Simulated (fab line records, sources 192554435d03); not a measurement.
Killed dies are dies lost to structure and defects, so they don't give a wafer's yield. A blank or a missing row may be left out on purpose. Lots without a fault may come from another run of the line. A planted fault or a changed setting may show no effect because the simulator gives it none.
fab line records | flow n5_finfet
record lots=4 wafers=12 last_day=15
route steps=1938 shown FIN_SAQP@117 BEOL_M4@1111 PASSIVATION@1936
lots that met no fault: from a run of the same line without faults
start_h: hours from the record's first day to the start of the lot's first wafer shown | wait_h: hours since the lot's step before | " the same as in the row above | L1.1+2: a row that stands for several wafers | - no value, or no start given | * or withheld: withheld | < > ~ a bound
route shown NAME@n: a module of which the file shows steps, and the number in the route of the first | usual: mean/standard deviation of fault-free wafers | same: alike in all rows | chamber/n: place in a boat | sites: the reading at each site | _std_site: their standard deviation | _edge_site: outer sites' mean less inner sites' | radius_mm: how far each site lies from the wafer's centre | mask NAME#n: copy n | behind: the tool/chamber that last shaped the wafer | hold: why the lot was held/for how many hours/how that ended | device: the transistor (n, p or np) that didn't switch | end of line: the same wafers' tests at the end of the route | a step without rows: its recipe alone | killed: dies lost to structure and defects at the first sort, not the wafer's yield | map: a wafer's dies, x killed, . not, _ none there
set.NAME: the setting as run; set.NAME@STEP: as run at that earlier step | model.NAME: the simulator's own value behind a step, which no gauge read
lots at some steps of the route; a table a step, a row a wafer
services: from which hour (start_h, from the record's first day; less than 0 if before it) a tool's chamber was out of use, for how many hours, and why
## steps
# step N5_FIN_SAQP_STRIP_53
# recipe chemistry=N2/H2 temp_c=40 n2_flow_sccm=200 h2_flow_sccm=200 rf_frequency_hz=6e+07
# step N5_FIN_SAQP_HM_OPEN_73
# recipe chemistry=CHF3/O2 target=SiO2 stop_on=a-Si target_depth_a=120 over_etch_frac=1.8 mask_material=SOC time_s=16.8 pressure_mtorr=30 source_w=650 bias_w=170 Ar_flow_sccm=200 CHF3_flow_sccm=50 O2_flow_sccm=5 ion_energy_ev=200 ends=end_point
# step N5_FIN_SAQP_STRIP_74
# recipe chemistry=CHF3/O2 resist=SiARC rf_frequency_hz=6e+07
# step N5_FIN_SAQP_MANDREL_ETCH_22
# recipe target_depth_a=600 chemistry=HBr/Cl2 target=a-Si stop_on=SiNx bt_time_s=10 over_etch_frac=0.5 time_s=30 pressure_mtorr=10 icp_w=800 bias_w=75 HBr_flow_sccm=150 Cl2_flow_sccm=80 ends=end_point
# step N5_FIN_SAQP_STRIP_55
# recipe chemistry=N2/H2 power_w=500 temp_c=40 pressure_mtorr=50 rf_frequency_hz=6e+07 overash_fraction=0.3 bias_power_w=28 h2_frac=0.5 n2_flow_sccm=300 h2_flow_sccm=300
# step N5_FIN_SAQP_STRIP_23
# recipe chemistry=SPM time_s=750 temp_c=130 h2so4_h2o2_vol_ratio=4
# step N5_FIN_SAQP_SRD_66
# recipe dry=ipa_marangoni time_s=30 temp_c=23 rinse_liquid=diw
# step N5_FIN_SAQP_RECESS_75
# recipe chemistry=HF/NH3 target=SiO2 target_depth_a=144 afs_cycles=3 temp_c=30 sublimation_temp_c=180 sublimation_time_s=60
# step N5_FIN_SAQP_SPACER1_ALD_24
# recipe material=SiO2 target_thk_a=203 temp_c=300 ald_precursor_family=BDEAS ald_co_reactant=O2-plasma pulse_time_s=1 purge_time_s=2 co_reactant_purge_time_s=2 ald_cycles=218 pressure_torr=2
# step N5_FIN_SAQP_SPACER1_ETCHBACK_25
# recipe chemistry=CHF3/O2 mode=anisotropic_etchback target=SiO2 target_depth_a=244 time_s=12.2 pressure_mtorr=30 source_w=650 bias_w=170 Ar_flow_sccm=200 CHF3_flow_sccm=50 O2_flow_sccm=5 ion_energy_ev=200
# step N5_FIN_SAQP_MANDREL1_REMOVE_56
# recipe chemistry=HBr/Cl2/O2 bt_time_s=10 target=a-Si stop_on=SiNx endpoint=OES-SiCl over_etch_frac=1 icp_w=600 bias_w=22 HBr_flow_sccm=150 Cl2_flow_sccm=80 O2_flow_sccm=5 pressure_mtorr=10
# step N5_FIN_SAQP_ETCH_57
# recipe chemistry=CH3F/O2 target=SiNx mask_material=SiO2 target_depth_a=325 time_s=46.4 pressure_mtorr=30 source_w=395 bias_w=73 Ar_flow_sccm=150 CH3F_flow_sccm=30 O2_flow_sccm=20 ion_energy_ev=120 ends=cleared
# usual CH3F_flow_sccm=29.99/0.094 O2_flow_sccm=19.99/0.061 drypump_motor_current_A=5.5/0.5 etch_rf_on_time_s=46.7/1.2 oes_ar_750_au=0.76/0.1 oes_product_au=0.65/0.085 rf_vpp_V=296/6.6 showerhead_plenum_p_Torr=2.01/0.05 throttle_valve_pct=16.46/0.23
# columns lot.wafer tool chamber start_h wait_h CH3F_flow_sccm O2_flow_sccm drypump_motor_current_A etch_rf_on_time_s oes_ar_750_au oes_product_au rf_hours_counter_h rf_vpp_V showerhead_plenum_p_Torr throttle_valve_pct
L322.1 rie_diel-06 2 49.34 0.2 29.98 20.06 4.7 45.1 0.70 0.60 204 289 1.97 16.54
L322.2 " 1 " " 29.97 20.04 5.9 46.9 0.70 0.60 180 297 1.99 16.66
L322.3 " 0 " " 30.12 19.99 5.3 46.2 0.69 0.57 249 288 2.07 16.40
L329.1 rie_diel-06 2 90.80 0.0 - - - - - - - - - -
L329.4 " 3 " " - - - - - - - - - -
L329.5 " 3 " " - - - - - - - - - -
L330.1 rie_diel-05 2 102.28 0.1 - - - - - - - - - -
L330.3 " 0 " " - - - - - - - - - -
L330.6 " 0 " " - - - - - - - - - -
L335.1 rie_diel-05 2 127.97 0.1 29.98 19.99 4.8 45.1 0.76 0.64 147 284 1.92 16.45
L335.3 " 1 " " 30.06 19.98 5.1 46.1 0.87 0.75 15 307 2.04 16.09
L335.4 " 3 " " 30.00 20.01 6.1 49.7 0.71 0.61 180 296 1.99 16.51
# step N5_FIN_SAQP_ETCH_65
# recipe chemistry=CF4 target=SiO2 target_depth_a=40 ion_energy_ev=350 time_s=4.4 pressure_mtorr=10 icp_w=800 bias_w=400 cf4_flow_sccm=80
# step N5_FIN_SAQP_MANDREL_ETCH_58
# recipe chemistry=HBr/Cl2 target=a-Si target_depth_a=450 bt_time_s=10 stop_on=SiNx mask_material=SiO2 over_etch_frac=0.8 time_s=27 pressure_mtorr=10 icp_w=800 bias_w=75 HBr_flow_sccm=150 Cl2_flow_sccm=80 ends=end_point
# usual HBr_flow_sccm=150.0/0.49 bias_w=74.99/0.26 drypump_motor_current_A=5.7/0.51 oes_product_au=0.696/0.011 throttle_valve_pct=35.6/0.36
# same bt_time_s=10 over_etch_frac=0.8
# columns lot.wafer tool chamber start_h wait_h HBr_flow_sccm bias_w drypump_motor_current_A oes_product_au rf_hours_counter_h throttle_valve_pct
L322.1 rie_si-01 0 49.48 0.0 151.5 75.27 5.9 0.694 93 35.8
L322.2 " 1 " " 150.1 75.28 5.3 0.697 104 34.7
L322.3 " 2 " " 150.7 75.07 5.7 0.697 110 35.5
L329.1 rie_si-05 3 90.94 0.0 150.2 74.92 4.9 0.310 9 36.6
L329.4 " 2 " " 150.4 74.96 5.6 0.317 167 36.3
L329.5 " 1 " " 150.4 75.21 6.5 0.322 - 36.5
L330.1 rie_si-03 0 102.42 0.0 149.6 75.30 5.0 0.317 97 36.7
L330.3 " 3 " " 149.3 74.35 6.0 0.317 57 36.0
L330.6 " 0 " " 149.6 75.47 5.0 0.308 - 36.6
L335.1 rie_si-03 1 128.11 0.0 149.7 75.15 6.6 0.684 69 35.7
L335.3 " 2 " " 149.9 75.13 5.5 0.708 146 35.4
L335.4 " 3 " " 149.7 74.99 6.0 0.722 57 35.2
# step N5_FIN_SAQP_RECESS_63
# recipe chemistry=HF/NH3 target=SiO2 target_depth_a=180 afs_cycles=3 temp_c=30 sublimation_temp_c=180 sublimation_time_s=60
# step N5_FIN_SAQP_COAT_68
# recipe resist=SOC temp_c=250 time_s=60 spin_rpm=1500 resist_thk_nm=100
# step N5_FIN_SAQP_ETCH_69
# recipe chemistry=N2/H2 target=SOC target_depth_a=1500 stop_on=SiNx ion_energy_ev=100 bias_w=61 pressure_mtorr=30 source_w=850 n2_flow_sccm=200 h2_flow_sccm=200
# usual bias_w=60.98/0.2 chamber_pressure_mTorr=29.997/0.024 drypump_motor_current_A=5.6/0.46 oes_product_au=0.78/0.11 rf_vpp_V=240.8/1.2 showerhead_plenum_p_Torr=2.55/0.075 throttle_valve_pct=17.94/0.24
# columns lot.wafer tool chamber start_h wait_h bias_w chamber_pressure_mTorr drypump_motor_current_A oes_product_au rf_hours_counter_h rf_vpp_V showerhead_plenum_p_Torr throttle_valve_pct
L322.1 rie_diel-05 1 50.04 - 61.03 30.001 5.1 0.67 244 241.4 2.60 17.98
L322.2 " 3 " " 61.16 29.986 6.1 0.73 150 241.5 2.55 18.06
L322.3 " 2 " " 60.95 30.044 4.8 0.77 116 239.4 2.43 17.80
L329.1 rie_diel-05 2 91.47 - 60.89 30.044 4.9 0.29 132 239.3 2.43 17.77
L329.4 " 3 " " 61.16 30.007 6.1 0.28 166 240.7 2.55 18.04
L329.5 " 1 " " 61.09 29.957 5.1 0.35 - 242.0 2.60 17.52
L330.1 rie_diel-05 1 103.16 - 60.63 30.033 5.1 0.35 5 240.9 2.60 17.52
L330.3 " 0 " " 60.83 29.998 5.9 0.35 17 239.1 2.47 17.55
L330.6 " 3 " " 60.79 29.986 6.1 0.27 - 241.0 2.54 18.04
L335.1 rie_diel-06 2 128.65 - 61.03 30.006 4.7 0.68 235 239.0 2.49 18.03
L335.3 " 0 " " 60.91 30.024 5.3 0.92 14 242.2 2.61 17.58
L335.4 " 3 " " 61.00 30.006 4.8 0.69 188 241.3 2.63 17.97
# step N5_FIN_SAQP_ETCH_67
# recipe chemistry=CH3F/O2 target=SiNx target_depth_a=300 mask_material=SOC pressure_mtorr=30 source_w=395 bias_w=73 Ar_flow_sccm=150 CH3F_flow_sccm=30 O2_flow_sccm=20 ion_energy_ev=120
# step N5_FIN_SAQP_STRIP_70
# recipe chemistry=N2/H2 power_w=500 temp_c=40 pressure_mtorr=50 rf_frequency_hz=6e+07 overash_fraction=0.3 bias_power_w=28 h2_frac=0.5 n2_flow_sccm=300 h2_flow_sccm=300
# step N5_FIN_SAQP_RECESS_71
# recipe chemistry=HF/NH3 target=SiO2 target_depth_a=30 afs_cycles=1 temp_c=30 sublimation_temp_c=180 sublimation_time_s=60
# step N5_FIN_SAQP_SPACER2_ALD_28
# recipe material=SiO2 target_thk_a=81 temp_c=300 ald_precursor_family=BDEAS ald_co_reactant=O2-plasma pulse_time_s=1 purge_time_s=2 co_reactant_purge_time_s=2 pressure_torr=2
# step N5_FIN_SAQP_SPACER2_ETCHBACK_29
# recipe chemistry=CHF3/O2 mode=anisotropic_etchback target=SiO2 target_depth_a=122 time_s=6.1 pressure_mtorr=30 source_w=650 bias_w=170 Ar_flow_sccm=200 CHF3_flow_sccm=50 O2_flow_sccm=5 ion_energy_ev=200
# usual drypump_motor_current_A=5.4/0.49 oes_ar_750_au=0.77/0.1 oes_product_au=0.77/0.1 rf_vpp_V=522/12 showerhead_plenum_p_Torr=2.42/0.057 throttle_valve_pct=18.98/0.22
# columns lot.wafer tool chamber start_h wait_h drypump_motor_current_A oes_ar_750_au oes_product_au rf_hours_counter_h rf_vpp_V showerhead_plenum_p_Torr throttle_valve_pct
L322.1 rie_diel-06 2 50.78 0.3 4.7 0.70 0.70 204 512 2.37 19.09
L322.2 " 3 " " 4.8 0.74 0.71 159 517 2.53 19.20
L322.3 " 0 " " 5.2 0.70 0.67 250 505 2.48 18.87
L329.1 rie_diel-05 3 92.10 0.2 6.1 0.72 0.28 166 521 2.40 18.91
L329.4 " 1 " " 5.1 0.94 0.35 1 541 2.45 18.49
L329.5 " 0 " " 5.9 0.93 0.35 - 516 2.37 18.81
L330.1 rie_diel-05 3 105.59 0.2 6.1 0.72 0.28 172 521 2.40 18.92
L330.3 " 2 " " 4.8 0.77 0.28 137 498 2.32 18.85
L330.6 " 0 " " 5.8 0.92 0.35 - 517 2.37 18.83
L335.1 rie_diel-06 0 129.66 0.2 5.2 0.95 0.94 15 507 2.48 18.56
L335.3 " 2 " " 4.7 0.68 0.68 235 510 2.36 19.15
L335.4 " 3 " " 4.8 0.72 0.71 189 518 2.52 19.25
# step N5_FIN_SAQP_MANDREL2_REMOVE_60
# recipe chemistry=HBr/Cl2/O2 bt_time_s=10 target=a-Si stop_on=SiNx endpoint=OES-SiCl over_etch_frac=1 icp_w=600 bias_w=22 HBr_flow_sccm=150 Cl2_flow_sccm=80 O2_flow_sccm=5 pressure_mtorr=10
# usual drypump_motor_current_A=5.7/0.5 oes_product_au=1.003/0.014 throttle_valve_pct=36.7/0.37
# same bt_time_s=10 over_etch_frac=1
# columns lot.wafer tool chamber start_h wait_h drypump_motor_current_A oes_product_au rf_hours_counter_h throttle_valve_pct
L322.1 rie_si-05 3 50.88 0.1 4.9 0.994 8 37.0
L322.2 " 2 " " 5.6 0.990 167 36.7
L322.3 " 0 " " 6.2 1.006 67 36.9
L329.1 rie_si-01 3 92.18 0.1 5.4 0.373 104 37.2
L329.4 " 2 " " 5.7 0.380 111 36.6
L329.5 " 0 " " 5.9 0.383 - 36.9
L330.1 rie_si-03 2 105.67 0.1 5.5 0.375 146 36.6
L330.3 " 1 " " 6.6 0.375 69 36.9
L330.6 " 3 " " 6.0 0.385 - 36.3
L335.1 rie_si-01 3 129.75 0.1 5.4 1.005 104 37.2
L335.3 " 2 " " 5.6 1.011 112 36.6
L335.4 " 0 " " 5.8 1.011 94 36.9
# step N5_FIN_SAQP_CD_MEAS_31
# recipe target_cd_nm=8 landing_energy_ev=1000 detector=se_inlens polarity=line
# usual cd_nm=8.10/0.21
# columns lot.wafer tool chamber start_h wait_h cd_nm
L322.1 cd_sem-01 0 50.99 0.1 8.10
L322.2 " 0 " " 8.28
L322.3 " 0 " " 7.96
L329.1 cd_sem-02 0 92.29 0.1 -
L329.4 " 0 " " -
L329.5 " 0 " " -
L330.1 cd_sem-03 0 105.78 0.1 -
L330.3 " 0 " " -
L330.6 " 0 " " -
L335.1 cd_sem-03 0 129.86 0.1 8.27
L335.3 " 0 " " 8.27
L335.4 " 0 " " 8.10
# step N5_FIN_SAQP_HM_OPEN_33
# recipe chemistry=CH3F/O2 target=SiNx mask_material=SiO2 target_depth_a=494 time_s=70.6 pressure_mtorr=30 source_w=395 bias_w=73 Ar_flow_sccm=150 CH3F_flow_sccm=30 O2_flow_sccm=20 ion_energy_ev=120 ends=cleared
# step N5_BEOL_M4_RC_MEAS_101
# usual DIBL_N=36.9/2.1 DIBL_P=37.1/2.5 IOFF_N=0.17/0.039 IOFF_P=0.23/0.043 ION_N=673/15 ION_P=462/9.1 SS_N=71.8/0.69 SS_P=73.6/0.74 VT_N=250/3.6 VT_P=-249.7/2.9
# columns lot.wafer tool chamber start_h wait_h DIBL_N[mV/V] DIBL_P[mV/V] IOFF_N[nA/um] IOFF_P[nA/um] ION_N[uA/um] ION_P[uA/um] SS_N[mV/dec] SS_P[mV/dec] VT_N[mV] VT_P[mV]
L322.1 prober-02 0 197.47 0.0 38.4 39.1 0.20 0.26 690 470 72.4 74.5 250 -250.4
L322.2 " 0 " " 35.2 35.7 0.16 0.21 691 471 71.2 73.7 251 -251.3
L322.3 " 0 " " 37.5 37.1 0.19 0.22 675 454 72.3 74.0 250 -252.9
L335.1 prober-01 0 267.24 0.0 38.3 39.8 0.20 0.27 673 466 71.8 73.5 248 -246.5
L335.3 " 0 " " 33.0 33.7 0.12 0.17 668 461 70.6 72.0 254 -255.0
L335.4 " 0 " " 34.1 33.8 0.13 0.17 647 449 70.8 72.3 252 -254.0
# step N5_PASSIVATION_PROBE_49
# usual defect_limited_yield=91.3/1.4 killed_at_M0_to_M3=32/9.5 killed_at_M4_up=14/5.2 killed_at_contacts=13/5.7 killed_at_front_end=41/12 killed_at_other=3.5/2.6 killed_dies=103/17 killed_on_rim=14/4 killed_open=68/14 killed_short=32/7 sort_bin_5_function=5.0/0.91 sort_bin_6_memory=3.3/0.7 sort_n_pass=1076/17 sort_yield_pct=91.2/1.4
# same gross_dies=1180 killed_at_back_side=0 sort_bin_4_leakage[%]=0 sort_bin_8_speed[%]=0
# columns lot.wafer tool chamber start_h wait_h defect_limited_yield[%] killed_at_M0_to_M3 killed_at_M4_up killed_at_contacts killed_at_front_end killed_at_other killed_dies killed_on_rim killed_open killed_short sort_bin_5_function[%] sort_bin_6_memory[%] sort_n_pass sort_yield_pct[%]
L322.1 prober-01 - 301.33 0.0 91.9 28 16 8 38 5 95 13 65 28 5.0 2.8 1085 91.9
L322.2 prober-01 - 301.38 0.1 92.0 45 9 7 30 3 94 15 69 22 5.5 2.4 1086 92.0
L322.3 prober-01 - 301.43 0.1 90.8 57 13 8 29 1 108 13 66 39 5.8 3.0 1072 90.8
L330.1 prober-01 - 341.68 0.0 0 27 14 11 1126 2 1180 152 65 36 96.9 2.9 0 0
L330.3 prober-01 - 341.78 0.1 0 37 13 16 1110 4 1180 152 82 44 95.4 4.4 0 0
L330.6 prober-01 - 341.93 0.3 0 30 9 16 1119 6 1180 152 61 23 97.2 2.5 0 0
L329.1 prober-01 - 342.37 0.0 0 21 11 15 1123 10 1180 152 79 28 96.4 3.3 0 0
L329.4 prober-01 - 342.52 0.2 0 22 8 13 1128 9 1180 152 71 37 95.8 3.6 0 0
L329.5 prober-01 - 342.57 0.2 0 16 22 10 1126 6 1180 152 70 34 96.4 3.4 0 0
L335.1 prober-02 - 364.73 0.0 92.3 38 10 18 23 2 91 6 56 34 4.2 3.2 1089 92.3
L335.3 prober-02 - 364.83 0.1 90.4 50 12 14 35 2 113 13 78 34 5.8 3.3 1067 90.4
L335.4 prober-02 - 364.88 0.2 90.8 43 20 11 31 3 108 17 69 29 5.5 2.9 1072 90.8
# killed by level:class
L322.1 BEOL_M2:geometric_particle:open=9 FIN_SAQP:geometric_particle:open=8 STI_FIN_REVEAL:geometric_particle:open=6 GATE_CUT:geometric_particle:short=6 GATE_CUT:geometric_particle:open=6 MOL_CONTACT_COAG:geometric_particle:open=6 BEOL_M3:geometric_particle:open=5 BEOL_M4:geometric_particle:open=5
L322.2 STI_FIN_REVEAL:geometric_particle:open=12 BEOL_M3:geometric_particle:open=10 MOL_CONTACT_COAG:geometric_particle:open=7 BEOL_M0_SAQP:geometric_particle:short=7 BEOL_M2:geometric_particle:open=7 BEOL_M0_SAQP:geometric_particle:open=6 BEOL_M1:geometric_particle:open=6 BEOL_M0:geometric_particle:open=5
L322.3 BEOL_M0_SAQP:geometric_particle:short=19 BEOL_M3:geometric_particle:open=12 BEOL_M0_SAQP:geometric_particle:open=9 BEOL_M0:geometric_particle:open=9 FIN_SAQP:geometric_particle:short=7 MOL_CONTACT_COAG:geometric_particle:open=7 BEOL_M4:geometric_particle:open=7 STI_FIN_REVEAL:geometric_particle:open=5
L330.1 FIN_SAQP:area_etch=1079 FIN_SAQP:geometric_particle:open=14 MOL_CONTACT_COAG:geometric_particle:open=10 BEOL_M0:geometric_particle:open=10 GATE_CUT:geometric_particle:short=9 BEOL_M1:geometric_particle:open=8 FIN_SAQP:geometric_particle:short=8 BEOL_M4:geometric_particle:open=7
L330.3 FIN_SAQP:area_etch=1054 FIN_SAQP:geometric_particle:open=18 MOL_CONTACT_COAG:geometric_particle:open=12 FIN_SAQP:geometric_particle:short=9 GATE_CUT:geometric_particle:short=9 BEOL_M1:geometric_particle:open=9 BEOL_M0_SAQP:geometric_particle:open=6 BEOL_M3:geometric_particle:open=5
L330.6 FIN_SAQP:area_etch=1095 MOL_CONTACT_COAG:geometric_particle:open=16 BEOL_M2:geometric_particle:open=7 FIN_SAQP:geometric_particle:open=6 GATE_CUT:geometric_particle:short=5 BEOL_M0_SAQP:geometric_particle:short=5 BEOL_M1:geometric_particle:open=5 DUMMY_GATE:geometric_particle:open=3
L329.1 FIN_SAQP:area_etch=1071 STI_FIN_REVEAL:geometric_particle:open=13 MOL_CONTACT_COAG:geometric_particle:open=13 FIN_SAQP:geometric_particle:open=9 FIN_SAQP:geometric_particle:short=6 BEOL_M0_SAQP:geometric_particle:open=5 BEOL_M4:geometric_particle:open=5 ILD0:geometric_particle:open=4
L329.4 FIN_SAQP:area_etch=1070 STI_FIN_REVEAL:geometric_particle:open=20 MOL_CONTACT_COAG:geometric_particle:open=10 FIN_SAQP:geometric_particle:open=9 STI_FIN_REVEAL:geometric_particle:short=7 BEOL_M2:geometric_particle:open=7 ILD0:geometric_particle:short=5 FIN_SAQP:geometric_particle:short=4
L329.5 FIN_SAQP:area_etch=1076 FIN_SAQP:geometric_particle:open=12 GATE_CUT:geometric_particle:short=10 BEOL_M4:geometric_particle:open=9 MOL_CONTACT_COAG:geometric_particle:open=8 STI_FIN_REVEAL:geometric_particle:open=7 FIN_SAQP:geometric_particle:short=5 BEOL_M5:geometric_particle:open=4
L335.1 BEOL_M0_SAQP:geometric_particle:short=12 MOL_CONTACT_COAG:geometric_particle:open=12 BEOL_M0_SAQP:geometric_particle:open=12 MOL_CONTACT_COAG:geometric_particle:short=6 FIN_SAQP:geometric_particle:open=4 BEOL_M2:geometric_particle:open=4 BEOL_M2:geometric_particle:short=4 BEOL_M5:geometric_particle:open=4
L335.3 BEOL_M0_SAQP:geometric_particle:open=21 STI_FIN_REVEAL:geometric_particle:open=15 MOL_CONTACT_COAG:geometric_particle:open=13 BEOL_M0_SAQP:geometric_particle:short=11 BEOL_M2:geometric_particle:open=6 BEOL_M4:geometric_particle:open=5 BEOL_M2:geometric_particle:short=4 BEOL_M6:geometric_particle:open=4
L335.4 BEOL_M0_SAQP:geometric_particle:open=10 MOL_CONTACT_COAG:geometric_particle:open=10 BEOL_M0_SAQP:geometric_particle:short=9 BEOL_M2:geometric_particle:open=9 BEOL_M4:geometric_particle:open=9 BEOL_M1:geometric_particle:open=8 HKMG_FIN:area_etch=8 BEOL_M5:geometric_particle:open=5
# map L329.1 (x killed, . not)
_________________xxxxxxxxxxxx________________
______________xxxxxxxxxxxxxxxxxx_____________
___________xxxxxxxxxxxxxxxxxxxxxxxx__________
__________xxxxxxxxxxxxxxxxxxxxxxxxxx_________
________xxxxxxxxxxxxxxxxxxxxxxxxxxxxxx_______
_______xxxxxxxxxxxxxxxxxxxxxxxxxxxxxxxx______
______xxxxxxxxxxxxxxxxxxxxxxxxxxxxxxxxxx_____
_____xxxxxxxxxxxxxxxxxxxxxxxxxxxxxxxxxxxx____
____xxxxxxxxxxxxxxxxxxxxxxxxxxxxxxxxxxxxxx___
___xxxxxxxxxxxxxxxxxxxxxxxxxxxxxxxxxxxxxxxx__
___xxxxxxxxxxxxxxxxxxxxxxxxxxxxxxxxxxxxxxxx__
__xxxxxxxxxxxxxxxxxxxxxxxxxxxxxxxxxxxxxxxxxx_
__xxxxxxxxxxxxxxxxxxxxxxxxxxxxxxxxxxxxxxxxxx_
_xxxxxxxxxxxxxxxxxxxxxxxxxxxxxxxxxxxxxxxxxxxx
_xxxxxxxxxxxxxxxxxxxxxxxxxxxxxxxxxxxxxxxxxxxx
_xxxxxxxxxxxxxxxxxxxxxxxxxxxxxxxxxxxxxxxxxxxx
_xxxxxxxxxxxxxxxxxxxxxxxxxxxxxxxxxxxxxxxxxxxx
_xxxxxxxxxxxxxxxxxxxxxxxxxxxxxxxxxxxxxxxxxxxx
_xxxxxxxxxxxxxxxxxxxxxxxxxxxxxxxxxxxxxxxxxxxx
_xxxxxxxxxxxxxxxxxxxxxxxxxxxxxxxxxxxxxxxxxxxx
_xxxxxxxxxxxxxxxxxxxxxxxxxxxxxxxxxxxxxxxxxxxx
__xxxxxxxxxxxxxxxxxxxxxxxxxxxxxxxxxxxxxxxxxx_
__xxxxxxxxxxxxxxxxxxxxxxxxxxxxxxxxxxxxxxxxxx_
___xxxxxxxxxxxxxxxxxxxxxxxxxxxxxxxxxxxxxxxx__
___xxxxxxxxxxxxxxxxxxxxxxxxxxxxxxxxxxxxxxxx__
____xxxxxxxxxxxxxxxxxxxxxxxxxxxxxxxxxxxxxx___
_____xxxxxxxxxxxxxxxxxxxxxxxxxxxxxxxxxxxx____
______xxxxxxxxxxxxxxxxxxxxxxxxxxxxxxxxxx_____
_______xxxxxxxxxxxxxxxxxxxxxxxxxxxxxxxx______
________xxxxxxxxxxxxxxxxxxxxxxxxxxxxxx_______
__________xxxxxxxxxxxxxxxxxxxxxxxxxx_________
___________xxxxxxxxxxxxxxxxxxxxxxxx__________
______________xxxxxxxxxxxxxxxxxx_____________
_________________xxxxxxxxxxxx________________
# map L330.1 (x killed, . not)
_________________xxxxxxxxxxxx________________
______________xxxxxxxxxxxxxxxxxx_____________
___________xxxxxxxxxxxxxxxxxxxxxxxx__________
__________xxxxxxxxxxxxxxxxxxxxxxxxxx_________
________xxxxxxxxxxxxxxxxxxxxxxxxxxxxxx_______
_______xxxxxxxxxxxxxxxxxxxxxxxxxxxxxxxx______
______xxxxxxxxxxxxxxxxxxxxxxxxxxxxxxxxxx_____
_____xxxxxxxxxxxxxxxxxxxxxxxxxxxxxxxxxxxx____
____xxxxxxxxxxxxxxxxxxxxxxxxxxxxxxxxxxxxxx___
___xxxxxxxxxxxxxxxxxxxxxxxxxxxxxxxxxxxxxxxx__
___xxxxxxxxxxxxxxxxxxxxxxxxxxxxxxxxxxxxxxxx__
__xxxxxxxxxxxxxxxxxxxxxxxxxxxxxxxxxxxxxxxxxx_
__xxxxxxxxxxxxxxxxxxxxxxxxxxxxxxxxxxxxxxxxxx_
_xxxxxxxxxxxxxxxxxxxxxxxxxxxxxxxxxxxxxxxxxxxx
_xxxxxxxxxxxxxxxxxxxxxxxxxxxxxxxxxxxxxxxxxxxx
_xxxxxxxxxxxxxxxxxxxxxxxxxxxxxxxxxxxxxxxxxxxx
_xxxxxxxxxxxxxxxxxxxxxxxxxxxxxxxxxxxxxxxxxxxx
_xxxxxxxxxxxxxxxxxxxxxxxxxxxxxxxxxxxxxxxxxxxx
_xxxxxxxxxxxxxxxxxxxxxxxxxxxxxxxxxxxxxxxxxxxx
_xxxxxxxxxxxxxxxxxxxxxxxxxxxxxxxxxxxxxxxxxxxx
_xxxxxxxxxxxxxxxxxxxxxxxxxxxxxxxxxxxxxxxxxxxx
__xxxxxxxxxxxxxxxxxxxxxxxxxxxxxxxxxxxxxxxxxx_
__xxxxxxxxxxxxxxxxxxxxxxxxxxxxxxxxxxxxxxxxxx_
___xxxxxxxxxxxxxxxxxxxxxxxxxxxxxxxxxxxxxxxx__
___xxxxxxxxxxxxxxxxxxxxxxxxxxxxxxxxxxxxxxxx__
____xxxxxxxxxxxxxxxxxxxxxxxxxxxxxxxxxxxxxx___
_____xxxxxxxxxxxxxxxxxxxxxxxxxxxxxxxxxxxx____
______xxxxxxxxxxxxxxxxxxxxxxxxxxxxxxxxxx_____
_______xxxxxxxxxxxxxxxxxxxxxxxxxxxxxxxx______
________xxxxxxxxxxxxxxxxxxxxxxxxxxxxxx_______
__________xxxxxxxxxxxxxxxxxxxxxxxxxx_________
___________xxxxxxxxxxxxxxxxxxxxxxxx__________
______________xxxxxxxxxxxxxxxxxx_____________
_________________xxxxxxxxxxxx________________
## services
# columns tool chamber start_h hours kind
rie_diel-05 0 42.73 - clean
rie_diel-05 0 42.73 - consumable_replace:focus_ring
rie_diel-05 0 42.73 14.6 scheduled_down
rie_diel-05 0 42.73 14.6 vent_cycle
rie_diel-06 0 51.89 - clean
rie_diel-06 0 51.89 - consumable_replace:focus_ring
rie_diel-06 0 51.89 19.3 scheduled_down
rie_diel-06 0 51.89 19.3 vent_cycle
rie_si-01 0 52.51 6.1 repair
rie_si-01 3 56.00 24.3 repair
rie_diel-05 1 69.95 - clean
rie_diel-05 1 69.95 - consumable_replace:focus_ring
rie_si-05 3 96.32 5.7 repair
rie_diel-06 0 100.78 9.1 repair
rie_diel-06 - 119.48 4.4 repair
rie_diel-06 0 124.63 1.7 repair
## key
first_sign step=N5_FIN_SAQP_ETCH_57 reading=tool_record direction=missing
effect step=N5_FIN_SAQP_MANDREL_ETCH_58 reading=oes_product_au direction=down sigmas=36 usual=0.696 struck=0.315
effect step=N5_FIN_SAQP_ETCH_69 reading=oes_product_au direction=down sigmas=4.3 usual=0.78 struck=0.31
effect step=N5_FIN_SAQP_SPACER2_ETCHBACK_29 reading=oes_product_au direction=down sigmas=4.4 usual=0.77 struck=0.31
effect step=N5_FIN_SAQP_MANDREL2_REMOVE_60 reading=oes_product_au direction=down sigmas=43 usual=1.003 struck=0.379
effect step=N5_FIN_SAQP_CD_MEAS_31 reading=cd_nm direction=missing
effect step=N5_PASSIVATION_PROBE_49 reading=sort_bin_5_function direction=up sigmas=99+ usual=5.0 struck=96.4
more_kills_born_at N5_FIN_SAQP_ETCH_57@rie_diel-05=3228 N5_FIN_SAQP_ETCH_57@rie_diel-06=3213
met_at N5_FIN_SAQP_ETCH_57
struck_wafers L329.1,L329.4,L329.5,L330.1,L330.3,L330.6
later_rows_left_out L329.1,L329.4,L329.5,L330.1,L330.3,L330.6
onset_between 49.34 90.80
fault kind=skipped_step_whole tool=rie_diel-05,rie_diel-06 chamber=- onset_h=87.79 steps=N5_FIN_SAQP_ETCH_57 scope=struck_lots_only
# later_rows_left_out: the simulator's readings of these wafers behind a module that went badly wrong aren't trusted and aren't shown, but for the sort
